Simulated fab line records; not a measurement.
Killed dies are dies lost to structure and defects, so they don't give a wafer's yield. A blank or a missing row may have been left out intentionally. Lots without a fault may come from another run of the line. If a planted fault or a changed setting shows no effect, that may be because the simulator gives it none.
fab line records | flow n5Finfet
[record] lots = 7 wafers = 18 lastDay = 20
route steps=1938 shown BEOL_M2@916 BEOL_M4@1111 PASSIVATION@1936
lots untouched by any fault: they come from a run of this same line in which no faults occurred
startH: the number of hours between the record's first day and the start of the first shown wafer of the lot | waitH: hours elapsed since this lot's preceding step | " repeats the value in the row above | L1.1+2: a single row standing in for several wafers | - no value, or no start given | * or withheld: withheld | < > ~ a bound
route shown NAME@n: names a module that has steps shown in the file, with the first one's number in the route | usual: average and standard deviation across the fault-free wafers | same: alike in all rows | chamber/n: place in a boat | sites: each site's reading | _std_site: standard deviation of those values | _edge_site: the outer-site mean with the inner-site mean subtracted | radiusMm: how far each site lies from the wafer's centre | mask NAME#n: copy n | behind: tool/chamber where the wafer was last shaped | hold: why the lot went on hold/how many hours it stayed there/how the hold came to an end | device: names the non-switching transistor (n, p or np) | end of line: tests run on the same wafers once the route is complete | a step with no rows: only its recipe | killed: not the wafer's yield, but the dies lost to structure and defects at the first sort | map: per-die view of a wafer (x killed, . not killed, _ where there is no die)
set.NAME: the setting that was run; set.NAME@STEP: the one run at that earlier step | model.NAME: the simulator's own value behind a step, which no gauge read
lots at selected steps of the route; one table per step, one row per wafer
services: from which hour (startH, from the record's first day; less than 0 if before it) a tool's chamber was out of use, for how many hours, and why
[[steps]]
[step N5_BEOL_M2_SPUTTER_92]
[recipe] material = Cu targetThkA = 45 tempC = -20 chamberPressurePa = 0.07 powerW = withheld timeS = 8.29
[usual] chamberPressurePa = 0.06999/0.00014 susceptorTempC = -20.02/0.1 throttleValvePct = 30.1/1.1
[same] timeS = 8.29
// columns lot.wafer tool chamber startH waitH chamberPressurePa susceptorTempC throttleValvePct
L448.2 pvdSputter-02 - 163.30 0.1 0.0702 -20.21 28.2
L448.4 " - " " 0.07025 -19.90 29.2
L448.6 " - " " 0.07012 -19.94 29.4
L450.3 pvdSputter-03 - 177.83 0.1 0.06996 -20.01 30.4
L450.4 " - " " 0.07022 -19.98 31.4
L450.5 " - " " 0.07022 -20.01 29.6
L457.1 pvdSputter-01 - 229.93 0.1 0.07007 -20.05 30.9
L457.2 " - " " 0.07004 -20.12 31.3
L460.2 pvdSputter-02 - 241.95 0.1 0.06982 -19.84 29.2
L460.5 " - " " 0.06975 -20.11 28.2
L461.1 pvdSputter-01 - 242.17 0.1 0.07001 -19.97 31.5
L461.5 " - " " 0.07018 -19.96 29.5
L464.2 pvdSputter-02 - 262.15 0.1 0.06993 -20.05 30.0
L464.3 " - " " 0.07007 -20.01 27.9
L464.6 " - " " 0.06982 -19.93 28.3
L468.4 pvdSputter-03 - 288.65 0.1 0.06987 -20.23 31.5
L468.5 " - " " 0.06991 -19.97 29.3
L468.6 " - " " 0.07011 -20.12 30.4
[step N5_BEOL_M2_ANNEAL_93]
[recipe] tempC = 400 timeS = 240 ambient = vacuum
[step N5_BEOL_M2_SPUTTER_94]
[recipe] material = Cu targetThkA = 45 tempC = -20 chamberPressurePa = 0.07 powerW = withheld timeS = 8.29
[step N5_BEOL_M2_ANNEAL_95]
[recipe] tempC = 400 timeS = 240 ambient = vacuum
[usual] heaterPowerW = 850/92 susceptorTempC = 399.98/0.21 susceptor_temp_C_max = 401.1/0.52
[same] timeS = 240
// columns lot.wafer tool chamber startH waitH heaterPowerW susceptorTempC susceptor_temp_C_max
L448.2 pvdSputter-02 - 163.60 0.0 968 399.86 400.5
L448.4 " - " " 780 399.49 400.4
L448.6 " - " " 788 399.55 400.5
L450.3 pvdSputter-03 - 178.13 0.0 944 399.76 401.8
L450.4 " - " " 782 400.22 400.9
L450.5 " - " " 800 400.13 401.8
L457.1 pvdSputter-01 - 230.23 0.0 857 400.18 401.1
L457.2 " - " " 862 400.04 401.2
L460.2 pvdSputter-02 - 242.25 0.0 794 399.95 401.3
L460.5 " - " " 970 399.88 400.6
L461.1 pvdSputter-01 - 242.47 0.0 841 399.87 400.7
L461.5 " - " " 938 399.92 400.5
L464.2 pvdSputter-02 - 262.45 0.0 686 400.10 400.8
L464.3 " - " " 1006 400.26 401.1
L464.6 " - " " 951 399.99 400.4
L468.4 pvdSputter-03 - 288.95 0.0 790 399.96 400.9
L468.5 " - " " 791 400.06 402.6
L468.6 " - " " 941 399.99 402.0
[step N5_BEOL_M2_SPUTTER_96]
[recipe] material = Cu targetThkA = 45 tempC = -20 chamberPressurePa = 0.07 powerW = withheld timeS = 8.29
[step N5_BEOL_M2_ECD_50]
[recipe] material = Cu targetThkA = 3000
[step N5_BEOL_M2_ANNEAL_51]
[recipe] tempC = 225 timeS = 90 ambient = N2
[usual] wafer_temp_C_max = 226.0/0.33
[same] timeS = 90
// columns lot.wafer tool chamber startH waitH wafer_temp_C_max
L448.2 rtpAnneal-02 0 163.98 0.1 226.0
L448.4 " 0 " " 226.4
L448.6 " 0 " " 226.4
L450.3 rtpAnneal-01 0 178.55 0.1 225.6
L450.4 " 0 " " 225.6
L450.5 " 0 " " 225.5
L457.1 rtpAnneal-01 0 230.73 0.2 225.9
L457.2 " 0 " " 225.6
L460.2 rtpAnneal-02 0 242.63 0.1 226.4
L460.5 " 0 " " 225.8
L461.1 rtpAnneal-02 0 243.12 0.4 226.3
L461.5 " 0 " " 225.9
L464.2 rtpAnneal-02 0 262.88 0.2 226.4
L464.3 " 0 " " 226.5
L464.6 " 0 " " 225.9
L468.4 rtpAnneal-01 0 289.55 0.3 225.9
L468.5 " 0 " " 225.8
L468.6 " 0 " " 225.7
[step N5_BEOL_M2_CMP_52]
[recipe] stopOn = SiOC tOverpolishS = 6.8 downForcePsi = 1 platenRpm = 50 clearingPlatenDownForcePsi = 1.5 clearingPlatenRpm = 50 postCmpClean = cuAlkaline targetThkNm = 40 clearingPlatenPadVelocityMS = 0.99484 padVelocityMS = 0.99484
[usual] barrierFieldEndpointS = 24.6/0.58 motorCurrentA = 6.2/0.52 overpolishRunS = 6.801/0.009 timeToEndpointS = 62.3/2.9
// columns lot.wafer tool chamber startH waitH barrierFieldEndpointS motorCurrentA overpolishRunS timeToEndpointS
L448.4 cmp-04 2 164.23 0.1 24.2 6.4 6.799 62.4
L448.2 " 3 " " 24.5 5.8 6.805 57.8
L448.6 " 2 " " 24.9 5.9 6.796 62.2
L450.3 cmp-02 1 178.80 0.2 25.6 5.7 6.804 65.2
L450.4 " 2 " " 24.4 6.1 6.806 60.4
L450.5 " 0 " " 24.5 5.9 6.803 60.4
L457.2 cmp-01 2 231.04 0.2 23.7 5.7 6.790 59.6
L457.1 " 3 " " 25.2 6.1 6.799 62.4
L460.2 cmp-02 2 242.96 0.3 24.5 6.1 6.800 61.1
L460.5 " 1 " " 25.7 5.8 6.799 67.1
L461.1 cmp-04 0 243.42 0.3 23.8 6.9 6.804 62.7
L461.5 " 1 " " 25.2 5.9 6.793 62.0
L464.3 cmp-02 2 263.36 0.3 24.7 6.2 6.789 61.4
L464.2 " 1 " " 24.9 6.2 6.809 64.3
L464.6 " 2 " " 24.5 6.2 6.805 63.5
L468.4 cmp-01 1 289.89 0.2 24.1 5.9 6.808 66.9
L468.5 " 0 " " 23.9 7.3 6.792 59.0
L468.6 " 1 " " 26.1 6.2 6.801 68.7
[step N5_BEOL_M2_THK_MEAS_53]
[recipe] thkMeasGauge = xrf reads = Cu_of_BEOL_M2_ECD_50
[usual] M2_THK = 39.6/1.6
// columns lot.wafer tool chamber startH waitH M2_THK[nm]
L448.2 filmMetro-02 - 164.52 - 38.0
L448.4 " - " " 40.3
L448.6 " - " " 40.5
L450.3 filmMetro-01 - 179.05 - 38.9
L450.4 " - " " 39.5
L450.5 " - " " 40.8
L457.1 filmMetro-01 - 231.33 - 39.9
L457.2 " - " " 39.3
L460.2 filmMetro-01 - 243.18 - 36.8
L460.5 " - " " 39.9
L461.1 filmMetro-01 - 243.72 - 40.6
L461.5 " - " " 36.5
L464.2 filmMetro-01 - 263.66 - 38.1
L464.3 " - " " 40.0
L464.6 " - " " 36.7
L468.4 filmMetro-02 - 290.14 - 42.8
L468.5 " - " " 42.3
L468.6 " - " " 41.9
[step N5_BEOL_M2_PRE_CLEAN_60]
[recipe] gas = NH3/H2 timeS = 15 tempC = * rfPowerW = 300
[usual] heaterPowerW = 74/14 rfFwdPowerW = 296.3/1.3 susceptorTempC = *
[same] timeS = 15
// columns lot.wafer tool chamber startH waitH heaterPowerW rfFwdPowerW sinceWetCleanH susceptorTempC
L448.2 cvdCo-01 0 164.56 0.0 72 295.0 925 *
L448.4 " 1 " " 70 296.3 - *
L448.6 " 0 " " 69 296.2 - *
L450.3 cvdCo-02 1 179.09 0.0 97 297.9 1158 *
L450.4 " 2 " " 73 295.8 - *
L450.5 " 1 " " 97 297.4 - *
L457.1 cvdCo-01 2 231.49 0.2 51 296.8 532 *
L457.2 " 0 " " 70 294.5 991 *
L460.2 cvdCo-02 0 243.21 0.0 85 295.9 785 *
L460.5 " 2 " " 75 296.1 - *
L461.1 cvdCo-01 2 243.75 0.0 54 296.6 544 *
L461.5 " 1 " " 68 293.1 - *
L464.2 cvdCo-02 0 263.69 0.0 83 296.1 805 *
L464.3 " 2 " " 72 295.4 346 *
L464.6 " 2 " " 74 295.8 - *
L468.4 cvdCo-01 2 290.20 0.1 54 296.8 - *
L468.5 " 2 " " 53 295.3 - *
L468.6 " 0 " " 72 297.0 - *
[step N5_BEOL_M2_CO_CAP_55]
[recipe] material = Co targetThkA = 20 tempC = 200 precursor = CCTBA/H2 pressureTorr = 30 timeS = 102.1
[step N5_BEOL_M2_PRE_CLEAN_56]
[recipe] gas = NH3 timeS = 15 tempC = withheld rfPowerW = 300
[step N5_BEOL_M2_DEP_57]
[recipe] material = SiCN targetThkA = 80 tempC = withheld precursor = 3MS/NH3 pressureTorr = 3 rfW = 202 timeS = 14
[usual] rfFwdPowerW = 199.5/0.9 showerheadPlenumPTorr = 3.668/0.014 throttleValvePct = 9.1/0.47
// columns lot.wafer tool chamber startH waitH rfFwdPowerW showerheadPlenumPTorr sinceWetCleanH throttleValvePct model.SiCN_of_BEOL_M2_DEP_57.thkNm
L448.2 pecvd-01 1 164.72 0.0 200.2 3.672 1956 9.5 8.2
L448.4 " 2 " " 199.8 3.665 - 8.6 8.2
L448.6 " 1 " " 199.2 3.660 - 9.0 8.4
L450.3 pecvd-02 2 179.25 0.0 200.0 3.664 310 8.4 7.8
L450.4 " 2 " " 199.9 3.669 - 8.5 8
L450.5 " 0 " " 197.8 3.662 - 8.6 7.8
L457.1 pecvd-02 1 231.66 0.0 - 3.648 1842 9.3 7.4
L457.2 " 2 " " - 3.664 363 8.3 7.2
L460.2 pecvd-02 0 243.37 0.0 - 3.669 1128 9.0 7.4
L460.5 " 2 " " 201.3 3.667 - 8.5 8
L461.1 pecvd-02 2 243.91 0.0 - 3.660 375 8.7 7.2
L461.5 " 1 " " 200.0 3.669 - 9.1 8
L464.2 pecvd-04 2 263.86 0.0 198.5 3.673 214 8.9 8.2
L464.3 " 2 " " 198.6 3.680 - 8.9 8.2
L464.6 " 1 " " 198.9 3.647 - 10.0 8
L468.4 pecvd-01 2 290.42 0.0 199.7 3.672 - 8.6 8.2
L468.5 " 0 " " 199.6 3.667 - 9.1 8.2
L468.6 " 2 " " 198.7 3.679 - 8.5 8.2
[step N5_BEOL_M2_RS_MEAS_58]
[recipe] thkMeasGauge = four-point-probe reads = Co_of_BEOL_M2_CO_CAP_55+Cu_of_BEOL_M2_ECD_50+Co_of_BEOL_M2_CVD_47+TaN_of_BEOL_M2_ALD_84
[usual] M2_RS = 0.68/0.034
// columns lot.wafer tool chamber startH waitH M2_RS[ohm/sq]
L448.2 filmMetro-01 - 164.80 0.1 0.71
L448.4 " - " " 0.65
L448.6 " - " " 0.65
L450.3 filmMetro-02 - 179.33 0.1 0.69
L450.4 " - " " 0.68
L450.5 " - " " 0.65
L457.1 filmMetro-02 - 231.75 0.1 0.66
L457.2 " - " " 0.67
L460.2 filmMetro-01 - 243.44 0.1 0.74
L460.5 " - " " 0.67
L461.1 filmMetro-02 - 243.98 0.0 0.65
L461.5 " - " " 0.75
L464.2 filmMetro-02 - 263.95 0.1 0.70
L464.3 " - " " 0.66
L464.6 " - " " 0.74
L468.4 filmMetro-01 - 290.49 0.1 0.61
L468.5 " - " " 0.62
L468.6 " - " " 0.63
[step N5_BEOL_M4_RC_MEAS_101]
[usual] DIBL_N = 36.7/1.8 DIBL_P = 37.0/2.4 IOFF_N = 0.17/0.036 IOFF_P = 0.22/0.042 ION_N = 673/12 ION_P = 462/8.5 SS_N = 71.7/0.62 SS_P = 73.4/0.65 VT_N = 250/3.7 VT_P = -250/3.7
// columns lot.wafer tool chamber startH waitH DIBL_N[mV/V] DIBL_P[mV/V] IOFF_N[nA/um] IOFF_P[nA/um] ION_N[uA/um] ION_P[uA/um] SS_N[mV/dec] SS_P[mV/dec] VT_N[mV] VT_P[mV]
L450.3 prober-01 0 204.87 0.3 35.7 35.7 0.14 0.19 654 454 71.3 73.6 253 -254
L450.4 " 0 " " 37.8 38.5 0.18 0.23 671 456 71.4 74.5 249 -249
L450.5 " 0 " " 35.2 35.1 0.13 0.17 659 448 70.6 72.5 255 -255
L448.2 prober-02 0 212.04 0.2 38.0 37.8 0.19 0.25 668 468 72.2 73.8 247 -246
L448.4 " 0 " " 37.3 37.7 0.17 0.25 691 476 72.1 73.3 248 -247
L448.6 " 0 " " 37.4 36.1 0.16 0.22 666 460 71.7 72.8 252 -249
L457.1 prober-01 0 262.40 0.0 38.3 39.4 0.21 0.27 671 463 72.5 73.8 245 -247
L457.2 " 0 " " 37.7 39.4 0.19 0.26 681 467 71.6 73.9 248 -248
L460.2 prober-02 0 270.03 0.2 39.2 42.2 0.26 0.34 694 479 71.5 74.5 244 -242
L460.5 " 0 " " 38.5 41.4 0.24 0.31 704 479 72.3 73.5 242 -242
L461.1 prober-02 0 272.39 0.0 35.3 35.6 0.14 0.19 685 465 70.9 72.8 250 -254
L461.5 " 0 " " 33.0 33.9 0.11 0.17 665 469 70.5 72.2 255 -252
L464.2 prober-02 0 300.88 0.2 40.0 39.7 0.22 0.24 682 467 72.5 73.5 244 -251
L464.3 " 0 " " 36.4 36.0 0.14 0.19 673 459 71.1 72.8 251 -252
L464.6 " 0 " " 39.1 38.4 0.19 0.22 690 464 72.5 73.6 247 -251
L468.4 prober-01 0 356.19 0.5 36.3 36.1 0.16 0.21 686 465 71.9 73.1 248 -249
L468.5 " 0 " " 36.5 35.6 0.15 0.20 675 464 71.0 73.1 249 -253
L468.6 " 0 " " 34.9 32.6 0.12 0.15 663 445 71.7 72.3 255 -255
[step N5_PASSIVATION_PROBE_49]
[usual] defectLimitedYield = 91.1/1.4 killed_at_M0_to_M3 = 32/9.3 killed_at_M4_up = 13/5.8 killedAtContacts = 12/6.3 killedAtFrontEnd = 44/12 killedAtOther = 3.6/2.7 killedDies = 104/17 killedOpen = 69/13 killedShort = 34/6.9 sort_bin_4_leakage = 0.00/0.031 sort_bin_5_function = 5.2/0.98 sort_bin_6_memory = 3.3/0.59 sortNPass = 1075/17 sortYieldPct = 91.1/1.4
[same] grossDies = 1180 killedAtBackSide = 0 sort_bin_8_speed[%] = 0
// columns lot.wafer tool chamber startH waitH defectLimitedYield[%] killed_at_M0_to_M3 killed_at_M4_up killedAtContacts killedAtFrontEnd killedAtOther killedDies killedOpen killedShort sort_bin_4_leakage[%] sort_bin_5_function[%] sort_bin_6_memory[%] sortNPass sortYieldPct[%]
L450.3 prober-01 - 308.06 0.1 90.8 29 5 13 61 0 108 65 42 0 6.4 2.5 1072 90.8
L450.4 prober-01 - 308.11 0.2 91.6 24 6 3 65 1 99 62 36 0 4.7 3.4 1081 91.6
L450.5 prober-01 - 308.16 0.2 89.9 25 6 11 73 4 119 82 31 0 6.1 3.3 1061 89.9
L448.2 prober-02 - 318.97 0.1 90.5 45 13 1 47 6 112 71 37 0 5.3 3.3 1068 90.5
L448.4 prober-02 - 319.07 0.2 90.9 33 4 4 61 5 107 67 40 0 4.6 3.6 1073 90.9
L448.6 prober-02 - 319.17 0.3 93.7 33 5 5 28 3 74 44 29 0 4.0 2.0 1106 93.7
L457.1 prober-02 - 360.80 0.0 93.4 15 17 17 29 0 78 55 23 0 4.3 2.1 1102 93.4
L457.2 prober-02 - 360.85 0.1 90.8 43 12 19 32 2 108 65 35 0 5.0 3.6 1072 90.8
L460.2 prober-02 - 391.13 0.1 91.9 12 17 23 43 1 96 65 29 0.08 4.6 3.1 1083 91.8
L460.5 prober-02 - 391.28 0.2 90.3 31 32 11 35 5 114 78 28 0 6.3 2.5 1066 90.3
L464.2 prober-02 - 396.23 0.1 91.0 39 23 8 21 15 106 69 37 0 4.7 3.9 1074 91.0
L464.3 prober-02 - 396.28 0.1 93.0 24 13 6 34 6 83 52 30 0 4.4 2.2 1097 93.0
L464.6 prober-02 - 396.43 0.3 91.0 37 8 11 40 10 106 74 32 0 6.1 2.6 1074 91.0
// killed by level:class
L450.3 STI_FIN_REVEAL:geometricParticle:open=17 MOL_CONTACT_COAG:geometricParticle:open=9 FIN_SAQP:geometricParticle:open=8 STI_FIN_REVEAL:geometricParticle:short=8 BEOL_M0_SAQP:geometricParticle:short=8 FIN_SAQP:geometricParticle:short=6 GATE_CUT:geometricParticle:short=6 BEOL_M3:geometricParticle:open=5
L450.4 STI_FIN_REVEAL:geometricParticle:open=22 GATE_CUT:geometricParticle:open=7 GATE_CUT:geometricParticle:short=7 BEOL_M0_SAQP:geometricParticle:open=7 FIN_SAQP:geometricParticle:short=6 SPACER0:geometricParticle:open=6 SPACER0:geometricParticle:short=5 BEOL_M0_SAQP:geometricParticle:short=5
L450.5 STI_FIN_REVEAL:geometricParticle:open=27 FIN_SAQP:geometricParticle:open=12 MOL_CONTACT_COAG:geometricParticle:open=10 FIN_SAQP:geometricParticle:short=7 BEOL_M0_SAQP:geometricParticle:open=7 BEOL_M0_SAQP:geometricParticle:short=6 BEOL_M2:geometricParticle:open=6 HKMG_FIN:areaEtch=6
L448.2 BEOL_M3:geometricParticle:open=14 STI_FIN_REVEAL:geometricParticle:open=11 BEOL_M2:geometricParticle:open=10 BEOL_M3:geometricParticle:short=9 FIN_SAQP:geometricParticle:open=8 BEOL_M4:geometricParticle:open=7 FIN_SAQP:geometricParticle:short=5 BEOL_M1:geometricParticle:open=5
L448.4 STI_FIN_REVEAL:geometricParticle:open=16 FIN_SAQP:geometricParticle:open=12 BEOL_M0_SAQP:geometricParticle:short=11 BEOL_M1:geometricParticle:open=8 FIN_SAQP:geometricParticle:short=7 BEOL_M3:geometricParticle:open=6 BEOL_M0_SAQP:geometricParticle:open=5 STARTING-WAFER:geometricParticle:open=5
L448.6 BEOL_M3:geometricParticle:open=14 FIN_SAQP:geometricParticle:short=7 BEOL_M0_SAQP:geometricParticle:short=7 BEOL_M0_SAQP:geometricParticle:open=6 ILD0:geometricParticle:short=5 FIN_SAQP:geometricParticle:open=4 MOL_CONTACT_COAG:geometricParticle:open=4 STI_FIN_REVEAL:geometricParticle:open=3
L457.1 MOL_CONTACT_COAG:geometricParticle:open=13 BEOL_M4:geometricParticle:open=9 FIN_SAQP:geometricParticle:open=6 BEOL_M1:geometricParticle:open=5 FIN_SAQP:geometricParticle:short=4 STI_FIN_REVEAL:geometricParticle:open=4 DUMMY_GATE:geometricParticle:open=4 MOL_CONTACT_COAG:geometricParticle:short=4
L457.2 MOL_CONTACT_COAG:geometricParticle:open=13 BEOL_M0_SAQP:geometricParticle:open=9 BEOL_M0_SAQP:geometricParticle:short=8 BEOL_M4:geometricParticle:open=7 BEOL_M2:geometricParticle:open=7 BEOL_M3:geometricParticle:open=7 HKMG_FIN:areaEtch=6 STI_FIN_REVEAL:geometricParticle:open=5
L460.2 MOL_CONTACT_COAG:geometricParticle:open=16 FIN_SAQP:geometricParticle:open=10 GATE_CUT:geometricParticle:short=8 BEOL_M4:geometricParticle:open=8 MOL_CONTACT_COAG:geometricParticle:short=7 STI_FIN_REVEAL:geometricParticle:open=5 GATE_CUT:geometricParticle:open=5 BEOL_M0_SAQP:geometricParticle:short=4
L460.5 BEOL_M4:geometricParticle:open=17 BEOL_M2:geometricParticle:open=12 FIN_SAQP:geometricParticle:open=8 MOL_CONTACT_COAG:geometricParticle:open=8 HKMG_FIN:areaEtch=7 DUMMY_GATE:geometricParticle:open=6 BEOL_M0_SAQP:geometricParticle:open=6 FIN_SAQP:geometricParticle:short=5
L464.2 BEOL_M2:geometricParticle:open=10 FIN_SAQP:geometricParticle:short=7 BEOL_M2:geometricParticle:short=7 MOL_CONTACT_COAG:geometricParticle:open=7 BEOL_M5:geometricParticle:open=7 BEOL_M0:geometricParticle:open=5 BEOL_M3:geometricParticle:open=5 BEOL_M4:geometricParticle:short=5
L464.3 FIN_SAQP:geometricParticle:open=6 STI_FIN_REVEAL:geometricParticle:open=6 BEOL_M0_SAQP:geometricParticle:short=6 BEOL_M2:geometricParticle:open=5 BEOL_M3:geometricParticle:open=5 DUMMY_GATE:geometricParticle:short=4 BEOL_M0_SAQP:geometricParticle:open=4 DUMMY_GATE:geometricParticle:open=3
L464.6 DUMMY_GATE:geometricParticle:open=12 MOL_CONTACT_COAG:geometricParticle:open=10 BEOL_M3:geometricParticle:open=10 FIN_SAQP:geometricParticle:open=7 BEOL_M2:geometricParticle:open=5 BEOL_M0_SAQP:geometricParticle:open=5 STI_FIN_REVEAL:geometricParticle:open=4 BEOL_M0:geometricParticle:short=4
[[services]]
// columns tool chamber startH hours kind
cmp-01 - 140.20 1.9 repair
cmp-04 - 141.14 4.0 pm
pecvd-02 1 148.43 2.9 repair
cmp-02 - 150.48 1.0 repair
cvdCo-02 - 157.45 0.8 repair
pecvd-02 2 175.35 2.1 scheduledDown
pecvd-02 - 175.95 0.5 repair
cvdCo-01 0 186.88 23.8 repair
pecvd-04 - 205.95 1.2 repair
rtpAnneal-01 - 213.20 3.0 pm
cvdCo-02 - 222.41 14.6 pm
cmp-02 - 224.86 4.0 pm
cmp-02 - 228.86 - consumableReplace:conditioner
cmp-02 - 228.86 - consumableReplace:pad
pecvd-02 0 230.04 5.0 scheduledDown
cmp-01 - 231.26 4.0 pm
pecvd-02 0 235.04 5.5 scheduledDown
cmp-01 - 258.05 0.7 repair
cvdCo-01 0 273.32 15.6 repair
cmp-01 - 274.28 3.0 repair
cmp-02 - 287.83 1.1 repair
pecvd-01 1 288.56 5.5 scheduledDown
cvdCo-01 1 288.80 24.4 repair
cmp-04 - 290.14 1.1 repair
[[key]]
firstSign none at tools or gauges
[modelEffect] step = N5_BEOL_M2_DEP_57 value = SiCN_of_BEOL_M2_DEP_57.thkNm without = 7.75 struck = 7.3
metAt N5_BEOL_M2_DEP_57
struckWafers L457.1,L457.2,L460.2,L461.1
onsetBetween 179.25 231.66
[fault] kind = processParameterDrift tool = pecvd-02 chamber = - onsetH = 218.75 steps = N5_BEOL_M2_DEP_57 channel = timeS offset = * shape = step endH = 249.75 scope = struckWafersOnly actsIn = * stated = *
